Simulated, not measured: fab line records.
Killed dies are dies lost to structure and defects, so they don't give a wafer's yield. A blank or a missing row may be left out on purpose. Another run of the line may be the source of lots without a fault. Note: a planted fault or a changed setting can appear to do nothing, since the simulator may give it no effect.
The tool behind it: which one? || flow nandHarc || 72 wafers from 24 lots sampled at 2 of the route's 1159 steps

== WHAT THE GAUGES READ, wafer by wafer ==
NHARC_A_CONTACT_CD_MEAS_53. Usual: cdNm at 189.6 nm, with a standard deviation of 0.72.
{"lot": "L075", "measured": "day 16 09:17", "on": "cdSem-02", "cdNm (nm)": "190.7 191.6 190.4", "flag": ""}
{"lot": "L076", "measured": "day 16 12:02", "on": "cdSem-02", "cdNm (nm)": "190.2 189.2 189.6", "flag": ""}
{"lot": "L074", "measured": "day 16 22:17", "on": "cdSem-02", "cdNm (nm)": "190.4 189.7 190.5", "flag": ""}
{"lot": "L079", "measured": "day 17 14:32", "on": "cdSem-03", "cdNm (nm)": "190.0 190.0 190.4", "flag": ""}
{"lot": "L080", "measured": "day 17 19:19", "on": "cdSem-01", "cdNm (nm)": "189.7 190.1 190.5", "flag": ""}
{"lot": "L077", "measured": "day 17 21:35", "on": "cdSem-02", "cdNm (nm)": "187.2 188.3 187.9", "flag": ""}
{"lot": "L078", "measured": "day 18 05:01", "on": "cdSem-03", "cdNm (nm)": "190.1 191.1 189.6", "flag": ""}
{"lot": "L081", "measured": "day 18 08:29", "on": "cdSem-01", "cdNm (nm)": "189.3 189.5 189.3", "flag": ""}
{"lot": "L083", "measured": "day 18 20:39", "on": "cdSem-03", "cdNm (nm)": "189.0 189.0 189.8", "flag": ""}
{"lot": "L082", "measured": "day 18 20:49", "on": "cdSem-02", "cdNm (nm)": "190.1 190.3 189.3", "flag": ""}
{"lot": "L084", "measured": "day 19 00:55", "on": "cdSem-01", "cdNm (nm)": "189.4 189.6 190.5", "flag": ""}
{"lot": "L085", "measured": "day 19 12:40", "on": "cdSem-03", "cdNm (nm)": "190.6 189.7 190.2", "flag": ""}
{"lot": "L088", "measured": "day 19 12:58", "on": "cdSem-03", "cdNm (nm)": "188.9 188.7 189.2", "flag": ""}
{"lot": "L086", "measured": "day 20 00:26", "on": "cdSem-02", "cdNm (nm)": "190.2 190.1 189.8", "flag": ""}
{"lot": "L090", "measured": "day 20 10:16", "on": "cdSem-03", "cdNm (nm)": "189.4 189.7 189.9", "flag": ""}
{"lot": "L087", "measured": "day 20 11:46", "on": "cdSem-03", "cdNm (nm)": "189.4 189.1 189.6", "flag": ""}
{"lot": "L089", "measured": "day 20 13:04", "on": "cdSem-01", "cdNm (nm)": "188.7 188.0 188.2", "flag": ""}
{"lot": "L091", "measured": "day 20 17:19", "on": "cdSem-01", "cdNm (nm)": "189.3 189.1 189.5", "flag": ""}
{"lot": "L093", "measured": "day 21 07:53", "on": "cdSem-03", "cdNm (nm)": "189.5 190.2 189.7", "flag": ""}
{"lot": "L094", "measured": "day 21 11:40", "on": "cdSem-01", "cdNm (nm)": "189.8 189.1 189.7", "flag": ""}
{"lot": "L092", "measured": "day 21 12:53", "on": "cdSem-03", "cdNm (nm)": "189.9 189.4 189.3", "flag": ""}
{"lot": "L095", "measured": "day 21 16:45", "on": "cdSem-02", "cdNm (nm)": "188.8 188.6 188.6", "flag": ""}
{"lot": "L096", "measured": "day 22 03:38", "on": "cdSem-01", "cdNm (nm)": "189.5 189.4 189.7", "flag": ""}
{"lot": "L097", "measured": "day 22 16:34", "on": "cdSem-02", "cdNm (nm)": "188.8 190.4 190.1", "flag": ""}

== WHICH TOOL RAN EACH LOT (tool, then ch and the chambers of the sampled wafers, then the start) ==
{"lot": "L075", "NHARC_A_CONTACT_ETCH_90": "rieDiel-03 ch 0,2,3, day 16 09:05"}
{"lot": "L076", "NHARC_A_CONTACT_ETCH_90": "rieDiel-09 ch 0,1,2, day 16 11:49"}
{"lot": "L074", "NHARC_A_CONTACT_ETCH_90": "rieDiel-09 ch 1,3, day 16 22:05"}
{"lot": "L079", "NHARC_A_CONTACT_ETCH_90": "rieDiel-09 ch 0,1,2, day 17 14:20"}
{"lot": "L080", "NHARC_A_CONTACT_ETCH_90": "rieDiel-09 ch 0,1, day 17 19:06"}
{"lot": "L077", "NHARC_A_CONTACT_ETCH_90": "rieDiel-09 ch 1,2, day 17 21:22"}
{"lot": "L078", "NHARC_A_CONTACT_ETCH_90": "rieDiel-02 ch 1,2,3, day 18 04:48"}
{"lot": "L081", "NHARC_A_CONTACT_ETCH_90": "rieDiel-09 ch 0,2, day 18 08:14"}
{"lot": "L083", "NHARC_A_CONTACT_ETCH_90": "rieDiel-03 ch 0,2,3, day 18 20:26"}
{"lot": "L082", "NHARC_A_CONTACT_ETCH_90": "rieDiel-02 ch 1,2,3, day 18 20:36"}
{"lot": "L084", "NHARC_A_CONTACT_ETCH_90": "rieDiel-02 ch 0,1,3, day 19 00:41"}
{"lot": "L085", "NHARC_A_CONTACT_ETCH_90": "rieDiel-03 ch 0,2,3, day 19 12:26"}
{"lot": "L088", "NHARC_A_CONTACT_ETCH_90": "rieDiel-09 ch 0,1,3, day 19 12:39"}
{"lot": "L086", "NHARC_A_CONTACT_ETCH_90": "rieDiel-02 ch 0,2, day 20 00:13"}
{"lot": "L090", "NHARC_A_CONTACT_ETCH_90": "rieDiel-09 ch 1,2,3, day 20 10:04"}
{"lot": "L087", "NHARC_A_CONTACT_ETCH_90": "rieDiel-09 ch 0,1,2, day 20 11:34"}
{"lot": "L089", "NHARC_A_CONTACT_ETCH_90": "rieDiel-09 ch 2,3, day 20 12:50"}
{"lot": "L091", "NHARC_A_CONTACT_ETCH_90": "rieDiel-09 ch 0,1, day 20 17:06"}
{"lot": "L093", "NHARC_A_CONTACT_ETCH_90": "rieDiel-09 ch 0,3, day 21 07:39"}
{"lot": "L094", "NHARC_A_CONTACT_ETCH_90": "rieDiel-09 ch 1,2, day 21 11:26"}
{"lot": "L092", "NHARC_A_CONTACT_ETCH_90": "rieDiel-09 ch 0,1,2, day 21 12:40"}
{"lot": "L095", "NHARC_A_CONTACT_ETCH_90": "rieDiel-09 ch 0,1,2, day 21 16:34"}
{"lot": "L096", "NHARC_A_CONTACT_ETCH_90": "rieDiel-09 ch 0,1,2, day 22 03:25"}
{"lot": "L097", "NHARC_A_CONTACT_ETCH_90": "rieDiel-09 ch 0,1,2, day 22 16:20"}
- NHARC_A_CONTACT_ETCH_90: etches the open film in CH3F/O2, target depth 40 nm, time 85.7 s.

== WHAT THE TOOLS THEMSELVES READ (means of the sampled wafers that have a number; where no wafer has one, the mark that the record gives instead) ==
NHARC_A_CONTACT_ETCH_90. Usual: biasW 100.0 W, standard deviation 0.31; drypumpMotorCurrentA 5.8 A, standard deviation 0.31; oesProductAu 0.97 a.u., standard deviation 0.036; rfVppV 243.8 V, standard deviation 2; showerheadPlenumPTorr 2.43 Torr, standard deviation 0.13; throttleValvePct 20.661 %, standard deviation 0.0091.
{"lot": "L075", "tool": "rieDiel-03", "biasW (W)": 100.0, "drypumpMotorCurrentA (A)": 5.8, "oesProductAu (a.u.)": 0.93, "rfVppV (V)": 244.1, "showerheadPlenumPTorr (Torr)": 2.44, "throttleValvePct (%)": 20.658, "flag": ""}
{"lot": "L076", "tool": "rieDiel-09", "biasW (W)": 100.4, "drypumpMotorCurrentA (A)": 5.8, "oesProductAu (a.u.)": 0.92, "rfVppV (V)": 242.4, "showerheadPlenumPTorr (Torr)": 2.31, "throttleValvePct (%)": 20.657, "flag": ""}
{"lot": "L074", "tool": "rieDiel-09", "biasW (W)": 100.0, "drypumpMotorCurrentA (A)": 5.9, "oesProductAu (a.u.)": 1.00, "rfVppV (V)": 243.6, "showerheadPlenumPTorr (Torr)": 2.43, "throttleValvePct (%)": 20.657, "flag": ""}
{"lot": "L079", "tool": "rieDiel-09", "biasW (W)": 99.7, "drypumpMotorCurrentA (A)": 5.7, "oesProductAu (a.u.)": 0.92, "rfVppV (V)": 241.9, "showerheadPlenumPTorr (Torr)": 2.31, "throttleValvePct (%)": 20.652, "flag": ""}
{"lot": "L080", "tool": "rieDiel-09", "biasW (W)": 99.8, "drypumpMotorCurrentA (A)": 5.6, "oesProductAu (a.u.)": 0.93, "rfVppV (V)": 241.8, "showerheadPlenumPTorr (Torr)": 2.32, "throttleValvePct (%)": 20.658, "flag": ""}
{"lot": "L077", "tool": "rieDiel-09", "biasW (W)": 100.3, "drypumpMotorCurrentA (A)": 5.7, "oesProductAu (a.u.)": 0.93, "rfVppV (V)": 242.7, "showerheadPlenumPTorr (Torr)": 2.30, "throttleValvePct (%)": 20.668, "flag": ""}
{"lot": "L078", "tool": "rieDiel-02", "biasW (W)": 100.1, "drypumpMotorCurrentA (A)": 5.8, "oesProductAu (a.u.)": 1.00, "rfVppV (V)": 247.3, "showerheadPlenumPTorr (Torr)": 2.56, "throttleValvePct (%)": 20.662, "flag": ""}
{"lot": "L081", "tool": "rieDiel-09", "biasW (W)": 100.0, "drypumpMotorCurrentA (A)": 5.9, "oesProductAu (a.u.)": 0.99, "rfVppV (V)": 242.3, "showerheadPlenumPTorr (Torr)": 2.31, "throttleValvePct (%)": 20.672, "flag": ""}
{"lot": "L083", "tool": "rieDiel-03", "biasW (W)": 100.2, "drypumpMotorCurrentA (A)": 5.8, "oesProductAu (a.u.)": 0.99, "rfVppV (V)": 243.9, "showerheadPlenumPTorr (Torr)": 2.44, "throttleValvePct (%)": 20.666, "flag": ""}
{"lot": "L082", "tool": "rieDiel-02", "biasW (W)": 100.0, "drypumpMotorCurrentA (A)": 5.7, "oesProductAu (a.u.)": 1.00, "rfVppV (V)": 246.0, "showerheadPlenumPTorr (Torr)": 2.56, "throttleValvePct (%)": 20.667, "flag": ""}
{"lot": "L084", "tool": "rieDiel-02", "biasW (W)": 99.9, "drypumpMotorCurrentA (A)": 5.9, "oesProductAu (a.u.)": 1.01, "rfVppV (V)": 244.4, "showerheadPlenumPTorr (Torr)": 2.56, "throttleValvePct (%)": 20.658, "flag": ""}
{"lot": "L085", "tool": "rieDiel-03", "biasW (W)": 100.1, "drypumpMotorCurrentA (A)": 5.8, "oesProductAu (a.u.)": 0.93, "rfVppV (V)": 244.3, "showerheadPlenumPTorr (Torr)": 2.43, "throttleValvePct (%)": 20.665, "flag": ""}
{"lot": "L088", "tool": "rieDiel-09", "biasW (W)": 99.9, "drypumpMotorCurrentA (A)": 5.8, "oesProductAu (a.u.)": 0.99, "rfVppV (V)": 242.6, "showerheadPlenumPTorr (Torr)": 2.38, "throttleValvePct (%)": 20.666, "flag": ""}
{"lot": "L086", "tool": "rieDiel-02", "biasW (W)": 100.1, "drypumpMotorCurrentA (A)": 6.1, "oesProductAu (a.u.)": 0.93, "rfVppV (V)": 242.7, "showerheadPlenumPTorr (Torr)": 2.37, "throttleValvePct (%)": 20.664, "flag": ""}
{"lot": "L090", "tool": "rieDiel-09", "biasW (W)": 100.0, "drypumpMotorCurrentA (A)": 5.9, "oesProductAu (a.u.)": 0.97, "rfVppV (V)": 244.6, "showerheadPlenumPTorr (Torr)": 2.49, "throttleValvePct (%)": 20.658, "flag": ""}
{"lot": "L087", "tool": "rieDiel-09", "biasW (W)": 99.8, "drypumpMotorCurrentA (A)": 5.8, "oesProductAu (a.u.)": 0.93, "rfVppV (V)": 243.6, "showerheadPlenumPTorr (Torr)": 2.44, "throttleValvePct (%)": 20.660, "flag": ""}
{"lot": "L089", "tool": "rieDiel-09", "biasW (W)": 100.5, "drypumpMotorCurrentA (A)": 6.1, "oesProductAu (a.u.)": 1.00, "rfVppV (V)": 245.7, "showerheadPlenumPTorr (Torr)": 2.55, "throttleValvePct (%)": 20.664, "flag": ""}
{"lot": "L091", "tool": "rieDiel-09", "biasW (W)": 100.0, "drypumpMotorCurrentA (A)": 5.6, "oesProductAu (a.u.)": 1.00, "rfVppV (V)": 242.3, "showerheadPlenumPTorr (Torr)": 2.32, "throttleValvePct (%)": 20.659, "flag": ""}
{"lot": "L093", "tool": "rieDiel-09", "biasW (W)": 100.5, "drypumpMotorCurrentA (A)": 6.0, "oesProductAu (a.u.)": 1.00, "rfVppV (V)": 243.9, "showerheadPlenumPTorr (Torr)": 2.44, "throttleValvePct (%)": 20.664, "flag": ""}
{"lot": "L094", "tool": "rieDiel-09", "biasW (W)": 99.7, "drypumpMotorCurrentA (A)": 5.8, "oesProductAu (a.u.)": 0.92, "rfVppV (V)": 244.4, "showerheadPlenumPTorr (Torr)": 2.55, "throttleValvePct (%)": 20.652, "flag": ""}
{"lot": "L092", "tool": "rieDiel-09", "biasW (W)": 100.0, "drypumpMotorCurrentA (A)": 5.8, "oesProductAu (a.u.)": 1.00, "rfVppV (V)": 244.2, "showerheadPlenumPTorr (Torr)": 2.44, "throttleValvePct (%)": 20.665, "flag": ""}
{"lot": "L095", "tool": "rieDiel-09", "biasW (W)": 100.0, "drypumpMotorCurrentA (A)": 5.8, "oesProductAu (a.u.)": 0.93, "rfVppV (V)": 243.9, "showerheadPlenumPTorr (Torr)": 2.44, "throttleValvePct (%)": 20.657, "flag": ""}
{"lot": "L096", "tool": "rieDiel-09", "biasW (W)": 99.5, "drypumpMotorCurrentA (A)": 5.8, "oesProductAu (a.u.)": 0.99, "rfVppV (V)": 244.0, "showerheadPlenumPTorr (Torr)": 2.44, "throttleValvePct (%)": 20.664, "flag": ""}
{"lot": "L097", "tool": "rieDiel-09", "biasW (W)": 100.1, "drypumpMotorCurrentA (A)": 5.8, "oesProductAu (a.u.)": 1.00, "rfVppV (V)": 243.8, "showerheadPlenumPTorr (Torr)": 2.43, "throttleValvePct (%)": 20.661, "flag": ""}

== THE ANSWER, worked out from the rows above alone ==
Rule: a lot counts as off when the mean over its wafers that have a number is more than 3 standard deviations away from the usual mean. Also off: a lot with no number at a reading for which 4 or more lots have one. The other lots that the step has rows for count as sound. First the gauges in route order, then the tools' own readings, where a lot's mean is used as printed above. The first step at which some lot is off is used, and at that step the reading that is off furthest; a lot without a number counts as furthest.
Across all readings shown, no lot is off: no conclusion can be drawn from this.

== WHAT HAD BEEN PUT IN BY THE SIMULATOR ==
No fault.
